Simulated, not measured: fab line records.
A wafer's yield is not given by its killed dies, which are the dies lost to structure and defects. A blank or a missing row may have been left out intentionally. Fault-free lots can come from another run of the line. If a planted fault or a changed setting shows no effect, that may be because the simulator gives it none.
Chamber matching ; flow n5Finfet ; N5_BEOL_M6_ETCH_62 on rieDiel-04 has 4 sister chambers
The step etches SOC in N2/H2, target depth 110 nm, overetch 22 nm, time 165 s. 20 wafers are shown with their chamber, then 10 later ones without.

EACH WAFER AND ITS CHAMBER
wafer;chamber;drypumpMotorCurrentA (A);showerheadPlenumPTorr (Torr);throttleValvePct (%)
L076.3;0;6.2;2.51;18.18
L076.4;2;4.9;2.70;17.36
L076.6;2;4.9;2.70;17.37
L074.1;1;6.3;2.60;17.38
L074.4;2;4.9;2.70;17.38
L074.6;3;6.2;2.63;18.08
L079.2;3;6.2;2.63;18.10
L079.5;0;6.2;2.51;18.19
L079.6;3;6.3;2.63;18.10
L080.1;0;6.2;2.51;18.20
L080.2;2;4.9;2.69;17.39
L080.4;3;6.2;2.63;18.09
L082.1;1;6.3;2.60;17.40
L082.3;0;6.2;2.51;18.20
L082.4;2;4.9;2.69;17.41
L083.1;2;4.9;2.69;17.41
L083.4;1;6.3;2.60;17.42
L083.6;0;6.2;2.51;18.20
L088.1;2;4.9;2.69;17.42
L088.3;1;6.3;2.59;17.42

SIGNATURES (means of the wafers above)
reading;chamber 0;chamber 1;chamber 2;chamber 3;scatter within a chamber
drypumpMotorCurrentA;6.200;6.300;4.900;6.225;0.0217
showerheadPlenumPTorr;2.5100;2.5975;2.6943;2.6300;0.00392
throttleValvePct;18.1940;17.4050;17.3914;18.0925;0.0173
Rule: for each reading, subtract the chamber's mean from the wafer's reading, divide by that reading's scatter and square the result; add these up over the readings and take the root, which gives the wafer's distance from the chamber. The wafer belongs to the nearest chamber; if the next one is less than 2 further off, it can't be placed. The scatter: take each reading less its chamber's mean, square it, sum over the shown wafers, divide by the number of wafers less the number of chambers, and take the root.

WAFERS WITHOUT THEIR CHAMBER
wafer;drypumpMotorCurrentA (A);showerheadPlenumPTorr (Torr);throttleValvePct (%)
L088.4;6.2;2.62;18.11
L095.1;4.9;2.68;17.44
L095.2;6.2;2.62;18.13
L095.3;6.2;2.50;18.27
L094.2;4.9;2.68;17.43
L094.5;6.2;2.50;18.24
L094.6;6.2;2.62;18.14
L097.1;4.9;2.68;17.46
L097.3;6.3;2.58;17.48
L097.5;4.9;2.68;17.45

THE CHAMBER EACH PASSED THROUGH
wafer;from the rows above;in truth
L088.4;3;3
L095.1;2;2
L095.2;3;3
L095.3;0;0
L094.2;2;2
L094.5;0;0
L094.6;3;3
L097.1;2;2
L097.3;1;1
L097.5;2;2
Correct placement for 10 of the 10. Left unplaced by these rows: 0. Number placed wrongly: 0.
